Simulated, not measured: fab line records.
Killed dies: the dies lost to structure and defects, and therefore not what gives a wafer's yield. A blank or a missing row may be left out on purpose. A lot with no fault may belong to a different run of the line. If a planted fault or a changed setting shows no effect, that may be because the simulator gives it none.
Which tool did it? | flow n5Finfet | Sampling: 11 lots, 32 wafers, 5 of 1938 route steps

WHAT THE GAUGES SHOWED, per wafer
N5_BEOL_M14_OVL_MEAS_11. Usual: V13_OVL typically reads -3 nm, with standard deviation 5.
lot  | measured     | on         | V13_OVL (nm) | flag
L744 | day 11 12:32 | overlay-01 | -11 -2 -9    | 
L745 | day 12 07:07 | overlay-02 | 9 7 7        | 
L748 | day 13 03:40 | overlay-01 | 37 40 30     | OFF
L749 | day 13 04:52 | overlay-01 | 47 53 48     | OFF
L750 | day 13 07:12 | overlay-02 | 38 36 40     | OFF
L752 | day 13 19:47 | overlay-01 | 1 -2 -7      | 
L754 | day 14 01:15 | overlay-01 | -10 -2 -2    | 
L759 | day 15 08:49 | overlay-02 | -6 -8 -4     | 
L762 | day 16 02:52 | overlay-02 | -4 -1 2      | 
L763 | day 16 09:08 | overlay-01 | -17 -14 -4   | 
L767 | day 17 11:21 | overlay-02 | -5 -4        | 

WHICH TOOL RAN EACH LOT (tool, then ch and the chambers of the sampled wafers, then the start)
lot  | N5_BEOL_M13_SPUTTER_45      | N5_BEOL_M13_ANNEAL_48           | N5_BEOL_M13_DEP_53              | N5_BEOL_M14_EXPOSE_07
L744 | pvdSputter-02, day 11 10:39 | rtpAnneal-02 ch 0, day 11 11:19 | pecvd-01 ch 1,2, day 11 11:53   | krfScanner-01 ch 0, day 11 12:20
L745 | pvdSputter-02, day 12 05:23 | rtpAnneal-01 ch 0, day 12 05:40 | pecvd-03 ch 0,2, day 12 06:20   | krfScanner-01 ch 0, day 12 06:55
L748 | pvdSputter-02, day 13 01:57 | rtpAnneal-02 ch 0, day 13 02:17 | pecvd-01 ch 0,2, day 13 02:53   | krfScanner-01 ch 0, day 13 03:28
L749 | pvdSputter-03, day 13 02:52 | rtpAnneal-01 ch 0, day 13 03:17 | pecvd-03 ch 0,1, day 13 04:13   | krfScanner-01 ch 0, day 13 04:40
L750 | pvdSputter-02, day 13 05:13 | rtpAnneal-02 ch 0, day 13 05:40 | pecvd-04 ch 0,1,2, day 13 06:34 | krfScanner-01 ch 0, day 13 07:01
L752 | pvdSputter-03, day 13 17:59 | rtpAnneal-02 ch 0, day 13 18:19 | pecvd-03 ch 0,1,2, day 13 18:55 | krfScanner-02 ch 0, day 13 19:35
L754 | pvdSputter-02, day 13 23:39 | rtpAnneal-02 ch 0, day 13 23:56 | pecvd-04 ch 0,1,2, day 14 00:35 | krfScanner-02 ch 0, day 14 01:02
L759 | pvdSputter-03, day 15 07:06 | rtpAnneal-01 ch 0, day 15 07:23 | pecvd-01 ch 1,2, day 15 08:02   | krfScanner-02 ch 0, day 15 08:37
L762 | pvdSputter-01, day 16 01:10 | rtpAnneal-02 ch 0, day 16 01:26 | pecvd-04 ch 0,1,2, day 16 02:05 | krfScanner-02 ch 0, day 16 02:40
L763 | pvdSputter-01, day 16 07:01 | rtpAnneal-02 ch 0, day 16 07:48 | pecvd-03 ch 0,1,2, day 16 08:28 | krfScanner-02 ch 0, day 16 08:55
L767 | pvdSputter-01, day 17 08:53 | rtpAnneal-02 ch 0, day 17 09:56 | pecvd-01 ch 2, day 17 10:33     | krfScanner-02 ch 0, day 17 11:09
- N5_BEOL_M13_SPUTTER_45: material Cu, target thk 80 nm, time 13.33 s.
- N5_BEOL_M13_ANNEAL_48: time 90 s.
- N5_BEOL_M13_DEP_53: deposits SiCN from 3MS/NH3, target thk 50 nm, time 17.8 s.
- N5_BEOL_M14_EXPOSE_07: exposes mask V13.

AS READ BY THE TOOLS THEMSELVES (means over the sampled wafers that have a number; for cases with no such wafer, the mark the record gives instead)
N5_BEOL_M13_SPUTTER_45. Usual: chuckSensorTempC -16.0 C, standard deviation 0.46; throttleValvePct 29.9 %, standard deviation 0.81.
lot  | tool          | chuckSensorTempC (C) | throttleValvePct (%) | flag
L744 | pvdSputter-02 | -16.4                | 30.1                 | 
L745 | pvdSputter-02 | -15.7                | 29.9                 | 
L748 | pvdSputter-02 | -16.1                | 30.6                 | 
L749 | pvdSputter-03 | -16.0                | 29.9                 | 
L750 | pvdSputter-02 | -16.1                | 30.0                 | 
L752 | pvdSputter-03 | -16.2                | 29.3                 | 
L754 | pvdSputter-02 | -16.1                | 30.2                 | 
L759 | pvdSputter-03 | -16.1                | 30.3                 | 
L762 | pvdSputter-01 | -15.5                | 29.5                 | 
L763 | pvdSputter-01 | -15.5                | 29.4                 | 
L767 | pvdSputter-01 | -15.6                | 30.4                 | 

N5_BEOL_M13_ANNEAL_48. Usual: annealTempCMax 226.13, standard deviation 0.26; wafer_temp_C_max 225.8, standard deviation 0.42.
lot  | tool         | annealTempCMax | wafer_temp_C_max | flag
L744 | rtpAnneal-02 | 226.08         | 225.6            | 
L745 | rtpAnneal-01 | 226.02         | 226.3            | 
L748 | rtpAnneal-02 | 226.25         | 225.2            | 
L749 | rtpAnneal-01 | 226.08         | 226.0            | 
L750 | rtpAnneal-02 | 226.11         | 225.5            | 
L752 | rtpAnneal-02 | 226.10         | 225.6            | 
L754 | rtpAnneal-02 | 225.98         | 225.6            | 
L759 | rtpAnneal-01 | 226.34         | 226.4            | 
L762 | rtpAnneal-02 | 226.06         | 225.5            | 
L763 | rtpAnneal-02 | 225.93         | 225.4            | 
L767 | rtpAnneal-02 | 225.99         | 225.4            | 

N5_BEOL_M13_DEP_53. Usual: showerheadPlenumPTorr 4.146 Torr, standard deviation 0.019; throttleValvePct 18.5 %, standard deviation 1.6.
lot  | tool     | showerheadPlenumPTorr (Torr) | throttleValvePct (%) | flag
L744 | pecvd-01 | 4.167                        | 18.1                 | 
L745 | pecvd-03 | 4.143                        | 18.2                 | 
L748 | pecvd-01 | 4.153                        | 18.4                 | 
L749 | pecvd-03 | 4.141                        | 21.0                 | 
L750 | pecvd-04 | 4.144                        | 17.8                 | 
L752 | pecvd-03 | 4.129                        | 19.1                 | 
L754 | pecvd-04 | 4.141                        | 17.9                 | 
L759 | pecvd-01 | 4.167                        | 18.4                 | 
L762 | pecvd-04 | 4.145                        | 18.0                 | 
L763 | pecvd-03 | 4.140                        | 19.1                 | 
L767 | pecvd-01 | 4.146                        | 19.2                 | 

N5_BEOL_M14_EXPOSE_07. Usual: focusOffsetNm reads 0.1 nm (standard deviation 0.57).
lot  | tool          | focusOffsetNm (nm) | flag
L744 | krfScanner-01 | 0.5                | 
L745 | krfScanner-01 | -0.3               | 
L748 | krfScanner-01 | 0.3                | 
L749 | krfScanner-01 | -0.2               | 
L750 | krfScanner-01 | 0.0                | 
L752 | krfScanner-02 | 0.3                | 
L754 | krfScanner-02 | -0.6               | 
L759 | krfScanner-02 | -0.2               | 
L762 | krfScanner-02 | 0.8                | 
L763 | krfScanner-02 | 0.8                | 
L767 | krfScanner-02 | 0.3                | 

THE ANSWER, worked out from the rows above alone
Rule: a lot is off if the mean of its wafers that have a number lies more than 3 standard deviations from the usual mean. A lot without any number at a reading at which 4 lots or more have one is off too. All remaining lots with rows at the step are treated as sound. First the gauges in route order, then the tools' own readings, where a lot's mean is used as printed above. At the first step where some lot is off, the reading lying furthest off is the one used; lots without a number count as furthest.
Off: L748, L749, L750, seen at N5_BEOL_M14_OVL_MEAS_11 (V13_OVL).
If a tool, at a process step before that reading, ran all the lots that are off and no sound lot after the first of them, it fits. Gauges at N5_BEOL_M14_OVL_MEAS_11: tried the same way as those tools. One fits: N5_BEOL_M14_EXPOSE_07 on krfScanner-01. Its last sound lot is L745 (day 12 06:55), its first lot that is off L748 (day 13 03:28): a fault that began between those two fits.

WHAT HAD BEEN PUT IN BY THE SIMULATOR
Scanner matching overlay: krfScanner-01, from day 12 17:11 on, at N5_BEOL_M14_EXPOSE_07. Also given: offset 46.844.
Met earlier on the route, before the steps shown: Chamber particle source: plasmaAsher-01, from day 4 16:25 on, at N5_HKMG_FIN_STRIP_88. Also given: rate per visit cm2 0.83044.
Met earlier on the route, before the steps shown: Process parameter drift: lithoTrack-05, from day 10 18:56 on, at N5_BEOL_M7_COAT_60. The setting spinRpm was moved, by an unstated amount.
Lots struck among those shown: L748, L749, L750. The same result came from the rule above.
